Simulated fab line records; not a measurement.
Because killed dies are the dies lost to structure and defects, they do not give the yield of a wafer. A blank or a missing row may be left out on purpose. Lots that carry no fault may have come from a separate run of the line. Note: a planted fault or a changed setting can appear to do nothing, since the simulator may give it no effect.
What tool caused it? || flow n5Finfet || 72 wafers from 24 lots sampled at 4 of the route's 1938 steps

== WHAT THE GAUGES SHOWED, per wafer ==
N5_START_INSPECT_01: inspects for defects (unpatterned scan).
{"lot": "L074", "measured": "day 1 12:02", "on": "defectInspect-01", "rawDefectCount": "5 8 5"}
{"lot": "L075", "measured": "day 1 18:02", "on": "defectInspect-02", "rawDefectCount": "4 8 2"}
{"lot": "L076", "measured": "day 2 00:02", "on": "defectInspect-02", "rawDefectCount": "3 6 5"}
{"lot": "L077", "measured": "day 2 06:02", "on": "defectInspect-01", "rawDefectCount": "6 6 9"}
{"lot": "L078", "measured": "day 2 12:02", "on": "defectInspect-02", "rawDefectCount": "10 6 7"}
{"lot": "L079", "measured": "day 2 18:02", "on": "defectInspect-02", "rawDefectCount": "2 5 2"}
{"lot": "L080", "measured": "day 3 00:02", "on": "defectInspect-02", "rawDefectCount": "7 7 8"}
{"lot": "L081", "measured": "day 3 06:02", "on": "defectInspect-01", "rawDefectCount": "4 5 7"}
{"lot": "L082", "measured": "day 3 12:02", "on": "defectInspect-01", "rawDefectCount": "8 4 2"}
{"lot": "L083", "measured": "day 3 18:02", "on": "defectInspect-01", "rawDefectCount": "10 7 2"}
{"lot": "L084", "measured": "day 4 00:02", "on": "defectInspect-01", "rawDefectCount": "3 4 7"}
{"lot": "L085", "measured": "day 4 06:02", "on": "defectInspect-01", "rawDefectCount": "3 5 1"}
{"lot": "L086", "measured": "day 4 12:02", "on": "defectInspect-01", "rawDefectCount": "8 5 6"}
{"lot": "L087", "measured": "day 4 18:02", "on": "defectInspect-01", "rawDefectCount": "5 9 2"}
{"lot": "L088", "measured": "day 5 00:02", "on": "defectInspect-02", "rawDefectCount": "6 3 3"}
{"lot": "L089", "measured": "day 5 06:02", "on": "defectInspect-01", "rawDefectCount": "5 8 10"}
{"lot": "L090", "measured": "day 5 12:02", "on": "defectInspect-01", "rawDefectCount": "7 3 3"}
{"lot": "L091", "measured": "day 5 18:02", "on": "defectInspect-02", "rawDefectCount": "7 3 8"}
{"lot": "L092", "measured": "day 6 00:02", "on": "defectInspect-02", "rawDefectCount": "6 3 7"}
{"lot": "L093", "measured": "day 6 06:02", "on": "defectInspect-02", "rawDefectCount": "9 8 3"}
{"lot": "L094", "measured": "day 6 12:02", "on": "defectInspect-02", "rawDefectCount": "5 2 8"}
{"lot": "L095", "measured": "day 6 18:02", "on": "defectInspect-02", "rawDefectCount": "5 8 4"}
{"lot": "L096", "measured": "day 7 00:02", "on": "defectInspect-01", "rawDefectCount": "3 5 6"}
{"lot": "L097", "measured": "day 7 06:02", "on": "defectInspect-02", "rawDefectCount": "6 8 4"}

N5_PMOS_HMC_CHANNEL_EPI_THK_MEAS_22.
{"lot": "L074", "measured": "day 1 20:26", "on": "filmMetro-01", "HMC_CMP_THK (nm)": "54.2 54.4 54.7"}
{"lot": "L075", "measured": "day 2 02:34", "on": "filmMetro-01", "HMC_CMP_THK (nm)": "54.3 53.3 54.2"}
{"lot": "L076", "measured": "day 2 08:10", "on": "filmMetro-02", "HMC_CMP_THK (nm)": "53.7 54.5 54.8"}
{"lot": "L077", "measured": "day 2 13:47", "on": "filmMetro-01", "HMC_CMP_THK (nm)": "54.6 55.0 54.9"}
{"lot": "L078", "measured": "day 2 21:20", "on": "filmMetro-02", "HMC_CMP_THK (nm)": "54.3 54.5 53.8"}
{"lot": "L079", "measured": "day 3 01:50", "on": "filmMetro-01", "HMC_CMP_THK (nm)": "53.0 54.7 53.5"}
{"lot": "L080", "measured": "day 3 09:26", "on": "filmMetro-01", "HMC_CMP_THK (nm)": "55.1 54.6 54.9"}
{"lot": "L081", "measured": "day 3 14:42", "on": "filmMetro-02", "HMC_CMP_THK (nm)": "54.3 53.9 55.1"}
{"lot": "L082", "measured": "day 3 21:19", "on": "filmMetro-02", "HMC_CMP_THK (nm)": "54.7 54.6 54.0"}
{"lot": "L083", "measured": "day 4 01:59", "on": "filmMetro-01", "HMC_CMP_THK (nm)": "53.4 54.3 53.6"}
{"lot": "L084", "measured": "day 4 09:07", "on": "filmMetro-02", "HMC_CMP_THK (nm)": "54.4 55.1 54.6"}
{"lot": "L085", "measured": "day 4 14:14", "on": "filmMetro-01", "HMC_CMP_THK (nm)": "53.2 54.6 53.3"}
{"lot": "L086", "measured": "day 4 20:47", "on": "filmMetro-02", "HMC_CMP_THK (nm)": "54.5 54.0 54.3"}
{"lot": "L087", "measured": "day 5 02:15", "on": "filmMetro-02", "HMC_CMP_THK (nm)": "54.2 54.6 53.9"}
{"lot": "L088", "measured": "day 5 08:19", "on": "filmMetro-01", "HMC_CMP_THK (nm)": "53.6 54.1 54.0"}
{"lot": "L089", "measured": "day 5 14:16", "on": "filmMetro-01", "HMC_CMP_THK (nm)": "54.0 53.7 54.0"}
{"lot": "L090", "measured": "day 5 20:04", "on": "filmMetro-02", "HMC_CMP_THK (nm)": "53.7 54.4 54.2"}
{"lot": "L091", "measured": "day 6 01:34", "on": "filmMetro-01", "HMC_CMP_THK (nm)": "53.6 53.1 53.9"}
{"lot": "L092", "measured": "day 6 08:40", "on": "filmMetro-02", "HMC_CMP_THK (nm)": "54.7 53.8 53.3"}
{"lot": "L093", "measured": "day 6 15:30", "on": "filmMetro-01", "HMC_CMP_THK (nm)": "53.1 53.7 54.1"}
{"lot": "L094", "measured": "day 6 19:54", "on": "filmMetro-02", "HMC_CMP_THK (nm)": "54.5 53.0 54.5"}
{"lot": "L095", "measured": "day 7 01:44", "on": "filmMetro-02", "HMC_CMP_THK (nm)": "54.3 54.6 54.3"}
{"lot": "L096", "measured": "day 7 07:48", "on": "filmMetro-01", "HMC_CMP_THK (nm)": "54.5 53.3 54.7"}
{"lot": "L097", "measured": "day 7 14:16", "on": "filmMetro-01", "HMC_CMP_THK (nm)": "54.4 54.1 54.2"}

== TOOL THAT RAN EACH LOT (tool first, then ch and the chambers of the sampled wafers, then the start) ==
{"lot": "L074", "N5_ZERO_LAYER_STRIP_24": "plasmaAsher-02 ch 0,1, day 1 13:02", "N5_WELL_APT_DESCUM_30": "rieDiel-05 ch 1,3, day 1 15:06"}
{"lot": "L075", "N5_ZERO_LAYER_STRIP_24": "plasmaAsher-02 ch 1, day 1 19:01", "N5_WELL_APT_DESCUM_30": "rieDiel-06 ch 2,3, day 1 21:26"}
{"lot": "L076", "N5_ZERO_LAYER_STRIP_24": "plasmaAsher-02 ch 0,1, day 2 00:57", "N5_WELL_APT_DESCUM_30": "rieDiel-05 ch 0,1,2, day 2 03:19"}
{"lot": "L077", "N5_ZERO_LAYER_STRIP_24": "plasmaAsher-02 ch 0,1, day 2 06:54", "N5_WELL_APT_DESCUM_30": "rieDiel-06 ch 0,2,3, day 2 09:03"}
{"lot": "L078", "N5_ZERO_LAYER_STRIP_24": "plasmaAsher-01 ch 0,1, day 2 12:55", "N5_WELL_APT_DESCUM_30": "rieDiel-06 ch 0,2,3, day 2 14:56"}
{"lot": "L079", "N5_ZERO_LAYER_STRIP_24": "plasmaAsher-01 ch 0,1, day 2 19:01", "N5_WELL_APT_DESCUM_30": "rieDiel-06 ch 0,2,3, day 2 21:23"}
{"lot": "L080", "N5_ZERO_LAYER_STRIP_24": "plasmaAsher-01 ch 0,1, day 3 01:16", "N5_WELL_APT_DESCUM_30": "rieDiel-01 ch 0,3, day 3 03:38"}
{"lot": "L081", "N5_ZERO_LAYER_STRIP_24": "plasmaAsher-02 ch 0,1, day 3 07:19", "N5_WELL_APT_DESCUM_30": "rieDiel-05 ch 1,2,3, day 3 09:11"}
{"lot": "L082", "N5_ZERO_LAYER_STRIP_24": "plasmaAsher-02 ch 0,1, day 3 12:53", "N5_WELL_APT_DESCUM_30": "rieDiel-06 ch 2,3, day 3 15:07"}
{"lot": "L083", "N5_ZERO_LAYER_STRIP_24": "plasmaAsher-02 ch 0,1, day 3 19:16", "N5_WELL_APT_DESCUM_30": "rieDiel-01 ch 1,2,3, day 3 21:08"}
{"lot": "L084", "N5_ZERO_LAYER_STRIP_24": "plasmaAsher-01 ch 0, day 4 01:29", "N5_WELL_APT_DESCUM_30": "rieDiel-06 ch 0,3, day 4 03:32"}
{"lot": "L085", "N5_ZERO_LAYER_STRIP_24": "plasmaAsher-01 ch 0,1, day 4 06:57", "N5_WELL_APT_DESCUM_30": "rieDiel-06 ch 2,3, day 4 09:04"}
{"lot": "L086", "N5_ZERO_LAYER_STRIP_24": "plasmaAsher-02 ch 0,1, day 4 13:01", "N5_WELL_APT_DESCUM_30": "rieDiel-06 ch 0,2,3, day 4 15:12"}
{"lot": "L087", "N5_ZERO_LAYER_STRIP_24": "plasmaAsher-02 ch 0,1, day 4 19:01", "N5_WELL_APT_DESCUM_30": "rieDiel-01 ch 0,1,2, day 4 21:11"}
{"lot": "L088", "N5_ZERO_LAYER_STRIP_24": "plasmaAsher-01 ch 0,1, day 5 01:02", "N5_WELL_APT_DESCUM_30": "rieDiel-06 ch 0,2,3, day 5 03:15"}
{"lot": "L089", "N5_ZERO_LAYER_STRIP_24": "plasmaAsher-01 ch 0,1, day 5 07:01", "N5_WELL_APT_DESCUM_30": "rieDiel-01 ch 2,3, day 5 09:07"}
{"lot": "L090", "N5_ZERO_LAYER_STRIP_24": "plasmaAsher-01 ch 0,1, day 5 13:16", "N5_WELL_APT_DESCUM_30": "rieDiel-06 ch 1,2,3, day 5 15:20"}
{"lot": "L091", "N5_ZERO_LAYER_STRIP_24": "plasmaAsher-01 ch 0,1, day 5 18:53", "N5_WELL_APT_DESCUM_30": "rieDiel-06 ch 0,3, day 5 20:55"}
{"lot": "L092", "N5_ZERO_LAYER_STRIP_24": "plasmaAsher-01 ch 0,1, day 6 00:58", "N5_WELL_APT_DESCUM_30": "rieDiel-05 ch 2,3, day 6 03:46"}
{"lot": "L093", "N5_ZERO_LAYER_STRIP_24": "plasmaAsher-01 ch 0,1, day 6 06:54", "N5_WELL_APT_DESCUM_30": "rieDiel-01 ch 0,2,3, day 6 10:13"}
{"lot": "L094", "N5_ZERO_LAYER_STRIP_24": "plasmaAsher-02 ch 0,1, day 6 13:01", "N5_WELL_APT_DESCUM_30": "rieDiel-01 ch 0,1,2, day 6 15:10"}
{"lot": "L095", "N5_ZERO_LAYER_STRIP_24": "plasmaAsher-02 ch 0,1, day 6 18:57", "N5_WELL_APT_DESCUM_30": "rieDiel-05 ch 0,2,3, day 6 21:02"}
{"lot": "L096", "N5_ZERO_LAYER_STRIP_24": "plasmaAsher-02 ch 0,1, day 7 01:10", "N5_WELL_APT_DESCUM_30": "rieDiel-06 ch 0,1,2, day 7 03:10"}
{"lot": "L097", "N5_ZERO_LAYER_STRIP_24": "plasmaAsher-02 ch 0,1, day 7 07:01", "N5_WELL_APT_DESCUM_30": "rieDiel-05 ch 2,3, day 7 08:58"}
- N5_ZERO_LAYER_STRIP_24: strips in O2.
- N5_WELL_APT_DESCUM_30: chemistry O2, time 7.9 s.

== AS READ BY THE TOOLS THEMSELVES (means over the sampled wafers that have a number; for cases with no such wafer, the mark the record gives instead) ==
N5_ZERO_LAYER_STRIP_24.
{"lot": "L074", "tool": "plasmaAsher-02", "drypumpMotorCurrentA (A)": 5.8, "heaterPowerW (W)": 328, "oesProductAu (a.u.)": 0.649, "stripTimeToEndpointS (s)": 43.75}
{"lot": "L075", "tool": "plasmaAsher-02", "drypumpMotorCurrentA (A)": 6.0, "heaterPowerW (W)": 229, "oesProductAu (a.u.)": 0.649, "stripTimeToEndpointS (s)": 43.91}
{"lot": "L076", "tool": "plasmaAsher-02", "drypumpMotorCurrentA (A)": 5.9, "heaterPowerW (W)": 274, "oesProductAu (a.u.)": 0.649, "stripTimeToEndpointS (s)": 43.79}
{"lot": "L077", "tool": "plasmaAsher-02", "drypumpMotorCurrentA (A)": 5.9, "heaterPowerW (W)": 276, "oesProductAu (a.u.)": 0.645, "stripTimeToEndpointS (s)": 43.86}
{"lot": "L078", "tool": "plasmaAsher-01", "drypumpMotorCurrentA (A)": 4.8, "heaterPowerW (W)": 362, "oesProductAu (a.u.)": 0.649, "stripTimeToEndpointS (s)": 43.83}
{"lot": "L079", "tool": "plasmaAsher-01", "drypumpMotorCurrentA (A)": 4.8, "heaterPowerW (W)": 353, "oesProductAu (a.u.)": 0.644, "stripTimeToEndpointS (s)": 43.82}
{"lot": "L080", "tool": "plasmaAsher-01", "drypumpMotorCurrentA (A)": 4.8, "heaterPowerW (W)": 365, "oesProductAu (a.u.)": 0.644, "stripTimeToEndpointS (s)": 43.90}
{"lot": "L081", "tool": "plasmaAsher-02", "drypumpMotorCurrentA (A)": 5.8, "heaterPowerW (W)": 328, "oesProductAu (a.u.)": 0.647, "stripTimeToEndpointS (s)": 43.86}
{"lot": "L082", "tool": "plasmaAsher-02", "drypumpMotorCurrentA (A)": 5.8, "heaterPowerW (W)": 326, "oesProductAu (a.u.)": 0.650, "stripTimeToEndpointS (s)": 43.91}
{"lot": "L083", "tool": "plasmaAsher-02", "drypumpMotorCurrentA (A)": 5.9, "heaterPowerW (W)": 271, "oesProductAu (a.u.)": 0.648, "stripTimeToEndpointS (s)": 43.92}
{"lot": "L084", "tool": "plasmaAsher-01", "drypumpMotorCurrentA (A)": 5.1, "heaterPowerW (W)": 322, "oesProductAu (a.u.)": 0.644, "stripTimeToEndpointS (s)": 43.88}
{"lot": "L085", "tool": "plasmaAsher-01", "drypumpMotorCurrentA (A)": 5.0, "heaterPowerW (W)": 341, "oesProductAu (a.u.)": 0.646, "stripTimeToEndpointS (s)": 43.87}
{"lot": "L086", "tool": "plasmaAsher-02", "drypumpMotorCurrentA (A)": 5.8, "heaterPowerW (W)": 326, "oesProductAu (a.u.)": 0.643, "stripTimeToEndpointS (s)": 43.80}
{"lot": "L087", "tool": "plasmaAsher-02", "drypumpMotorCurrentA (A)": 5.9, "heaterPowerW (W)": 276, "oesProductAu (a.u.)": 0.648, "stripTimeToEndpointS (s)": 43.85}
{"lot": "L088", "tool": "plasmaAsher-01", "drypumpMotorCurrentA (A)": 4.8, "heaterPowerW (W)": 355, "oesProductAu (a.u.)": 0.645, "stripTimeToEndpointS (s)": 44.07}
{"lot": "L089", "tool": "plasmaAsher-01", "drypumpMotorCurrentA (A)": 4.8, "heaterPowerW (W)": 357, "oesProductAu (a.u.)": 0.647, "stripTimeToEndpointS (s)": 43.86}
{"lot": "L090", "tool": "plasmaAsher-01", "drypumpMotorCurrentA (A)": 4.8, "heaterPowerW (W)": 358, "oesProductAu (a.u.)": 0.645, "stripTimeToEndpointS (s)": 43.72}
{"lot": "L091", "tool": "plasmaAsher-01", "drypumpMotorCurrentA (A)": 4.8, "heaterPowerW (W)": 356, "oesProductAu (a.u.)": 0.644, "stripTimeToEndpointS (s)": 43.87}
{"lot": "L092", "tool": "plasmaAsher-01", "drypumpMotorCurrentA (A)": 4.8, "heaterPowerW (W)": 359, "oesProductAu (a.u.)": 0.645, "stripTimeToEndpointS (s)": 43.83}
{"lot": "L093", "tool": "plasmaAsher-01", "drypumpMotorCurrentA (A)": 4.8, "heaterPowerW (W)": 357, "oesProductAu (a.u.)": 0.651, "stripTimeToEndpointS (s)": 43.74}
{"lot": "L094", "tool": "plasmaAsher-02", "drypumpMotorCurrentA (A)": 5.9, "heaterPowerW (W)": 277, "oesProductAu (a.u.)": 0.648, "stripTimeToEndpointS (s)": 43.74}
{"lot": "L095", "tool": "plasmaAsher-02", "drypumpMotorCurrentA (A)": 5.8, "heaterPowerW (W)": 277, "oesProductAu (a.u.)": 0.650, "stripTimeToEndpointS (s)": 43.81}
{"lot": "L096", "tool": "plasmaAsher-02", "drypumpMotorCurrentA (A)": 5.8, "heaterPowerW (W)": 324, "oesProductAu (a.u.)": 0.644, "stripTimeToEndpointS (s)": 43.87}
{"lot": "L097", "tool": "plasmaAsher-02", "drypumpMotorCurrentA (A)": 5.9, "heaterPowerW (W)": 280, "oesProductAu (a.u.)": 0.646, "stripTimeToEndpointS (s)": 43.79}

N5_WELL_APT_DESCUM_30.
{"lot": "L074", "tool": "rieDiel-05", "drypumpMotorCurrentA (A)": 5.7, "oesProductAu (a.u.)": 0.70, "rfFwdPowerW (W)": 49.50, "rfVppV (V)": 242.7, "showerheadPlenumPTorr (Torr)": 2.10, "throttleValvePct (%)": 20.52}
{"lot": "L075", "tool": "rieDiel-06", "drypumpMotorCurrentA (A)": 5.8, "oesProductAu (a.u.)": 0.74, "rfFwdPowerW (W)": 49.72, "rfVppV (V)": 243.2, "showerheadPlenumPTorr (Torr)": 2.12, "throttleValvePct (%)": 20.65}
{"lot": "L076", "tool": "rieDiel-05", "drypumpMotorCurrentA (A)": 5.7, "oesProductAu (a.u.)": 0.78, "rfFwdPowerW (W)": 49.84, "rfVppV (V)": 242.6, "showerheadPlenumPTorr (Torr)": 2.08, "throttleValvePct (%)": 20.46}
{"lot": "L077", "tool": "rieDiel-06", "drypumpMotorCurrentA (A)": 5.4, "oesProductAu (a.u.)": 0.80, "rfFwdPowerW (W)": 49.66, "rfVppV (V)": 244.9, "showerheadPlenumPTorr (Torr)": 2.17, "throttleValvePct (%)": 20.63}
{"lot": "L078", "tool": "rieDiel-06", "drypumpMotorCurrentA (A)": 5.4, "oesProductAu (a.u.)": 0.79, "rfFwdPowerW (W)": 49.48, "rfVppV (V)": 243.9, "showerheadPlenumPTorr (Torr)": 2.17, "throttleValvePct (%)": 20.63}
{"lot": "L079", "tool": "rieDiel-06", "drypumpMotorCurrentA (A)": 5.4, "oesProductAu (a.u.)": 0.79, "rfFwdPowerW (W)": 49.72, "rfVppV (V)": 243.7, "showerheadPlenumPTorr (Torr)": 2.16, "throttleValvePct (%)": 20.64}
{"lot": "L080", "tool": "rieDiel-01", "drypumpMotorCurrentA (A)": 5.6, "oesProductAu (a.u.)": 0.80, "rfFwdPowerW (W)": 49.51, "rfVppV (V)": 242.2, "showerheadPlenumPTorr (Torr)": 2.05, "throttleValvePct (%)": 20.23}
{"lot": "L081", "tool": "rieDiel-05", "drypumpMotorCurrentA (A)": 5.6, "oesProductAu (a.u.)": 0.78, "rfFwdPowerW (W)": 49.67, "rfVppV (V)": 242.4, "showerheadPlenumPTorr (Torr)": 2.06, "throttleValvePct (%)": 20.55}
{"lot": "L082", "tool": "rieDiel-06", "drypumpMotorCurrentA (A)": 5.8, "oesProductAu (a.u.)": 0.73, "rfFwdPowerW (W)": 49.50, "rfVppV (V)": 243.1, "showerheadPlenumPTorr (Torr)": 2.12, "throttleValvePct (%)": 20.68}
{"lot": "L083", "tool": "rieDiel-01", "drypumpMotorCurrentA (A)": 5.4, "oesProductAu (a.u.)": 0.80, "rfFwdPowerW (W)": 49.69, "rfVppV (V)": 242.6, "showerheadPlenumPTorr (Torr)": 2.05, "throttleValvePct (%)": 20.24}
{"lot": "L084", "tool": "rieDiel-06", "drypumpMotorCurrentA (A)": 5.1, "oesProductAu (a.u.)": 0.83, "rfFwdPowerW (W)": 49.71, "rfVppV (V)": 244.8, "showerheadPlenumPTorr (Torr)": 2.20, "throttleValvePct (%)": 20.63}
{"lot": "L085", "tool": "rieDiel-06", "drypumpMotorCurrentA (A)": 5.7, "oesProductAu (a.u.)": 0.71, "rfFwdPowerW (W)": 49.77, "rfVppV (V)": 244.1, "showerheadPlenumPTorr (Torr)": 2.14, "throttleValvePct (%)": 20.77}
{"lot": "L086", "tool": "rieDiel-06", "drypumpMotorCurrentA (A)": 5.4, "oesProductAu (a.u.)": 0.77, "rfFwdPowerW (W)": 49.63, "rfVppV (V)": 243.2, "showerheadPlenumPTorr (Torr)": 2.16, "throttleValvePct (%)": 20.68}
{"lot": "L087", "tool": "rieDiel-01", "drypumpMotorCurrentA (A)": 5.7, "oesProductAu (a.u.)": 0.74, "rfFwdPowerW (W)": 49.97, "rfVppV (V)": 242.5, "showerheadPlenumPTorr (Torr)": 2.07, "throttleValvePct (%)": 20.52}
{"lot": "L088", "tool": "rieDiel-06", "drypumpMotorCurrentA (A)": 5.4, "oesProductAu (a.u.)": 0.77, "rfFwdPowerW (W)": 49.71, "rfVppV (V)": 243.8, "showerheadPlenumPTorr (Torr)": 2.16, "throttleValvePct (%)": 20.67}
{"lot": "L089", "tool": "rieDiel-01", "drypumpMotorCurrentA (A)": 5.3, "oesProductAu (a.u.)": 0.82, "rfFwdPowerW (W)": 49.61, "rfVppV (V)": 242.4, "showerheadPlenumPTorr (Torr)": 2.03, "throttleValvePct (%)": 20.09}
{"lot": "L090", "tool": "rieDiel-06", "drypumpMotorCurrentA (A)": 5.9, "oesProductAu (a.u.)": 0.78, "rfFwdPowerW (W)": 49.57, "rfVppV (V)": 244.1, "showerheadPlenumPTorr (Torr)": 2.16, "throttleValvePct (%)": 20.65}
{"lot": "L091", "tool": "rieDiel-06", "drypumpMotorCurrentA (A)": 5.4, "oesProductAu (a.u.)": 0.75, "rfFwdPowerW (W)": 49.74, "rfVppV (V)": 244.4, "showerheadPlenumPTorr (Torr)": 2.18, "throttleValvePct (%)": 20.76}
{"lot": "L092", "tool": "rieDiel-05", "drypumpMotorCurrentA (A)": 5.4, "oesProductAu (a.u.)": 0.91, "rfFwdPowerW (W)": 49.67, "rfVppV (V)": 243.4, "showerheadPlenumPTorr (Torr)": 2.10, "throttleValvePct (%)": 20.42}
{"lot": "L093", "tool": "rieDiel-01", "drypumpMotorCurrentA (A)": 5.6, "oesProductAu (a.u.)": 0.77, "rfFwdPowerW (W)": 49.64, "rfVppV (V)": 242.0, "showerheadPlenumPTorr (Torr)": 2.04, "throttleValvePct (%)": 20.36}
{"lot": "L094", "tool": "rieDiel-01", "drypumpMotorCurrentA (A)": 5.7, "oesProductAu (a.u.)": 0.73, "rfFwdPowerW (W)": 49.73, "rfVppV (V)": 242.8, "showerheadPlenumPTorr (Torr)": 2.06, "throttleValvePct (%)": 20.55}
{"lot": "L095", "tool": "rieDiel-05", "drypumpMotorCurrentA (A)": 5.4, "oesProductAu (a.u.)": 0.90, "rfFwdPowerW (W)": 49.74, "rfVppV (V)": 243.6, "showerheadPlenumPTorr (Torr)": 2.10, "throttleValvePct (%)": 20.28}
{"lot": "L096", "tool": "rieDiel-06", "drypumpMotorCurrentA (A)": 5.6, "oesProductAu (a.u.)": 0.82, "rfFwdPowerW (W)": 49.53, "rfVppV (V)": 243.8, "showerheadPlenumPTorr (Torr)": 2.18, "throttleValvePct (%)": 20.58}
{"lot": "L097", "tool": "rieDiel-05", "drypumpMotorCurrentA (A)": 5.4, "oesProductAu (a.u.)": 0.88, "rfFwdPowerW (W)": 49.62, "rfVppV (V)": 243.7, "showerheadPlenumPTorr (Torr)": 2.09, "throttleValvePct (%)": 20.44}

== THE ANSWER, worked out from the rows above alone ==
Rule: the lots themselves supply what counts as usual. The widest of any qualifying gaps counts: lots, ordered by their means at a reading, are off when they make up no more than a third of the lots, leave a main group of 4 or more, and stand apart from it by 3 or more times the standard deviation of that group's means. A main group is skipped when, at the precision printed for the reading in the tables above, its means are all equal. A lot without any number at a reading at which 4 lots or more have one is off too. All remaining lots with rows at the step are treated as sound. First the gauges in route order, then the tools' own readings, where a lot's mean is used as printed above. The first step at which some lot is off is used, and at that step the reading that is off furthest; a lot without a number counts as furthest.
Across all readings shown, no lot is off: no conclusion can be drawn from this.

== WHAT THE SIMULATOR PUT IN ==
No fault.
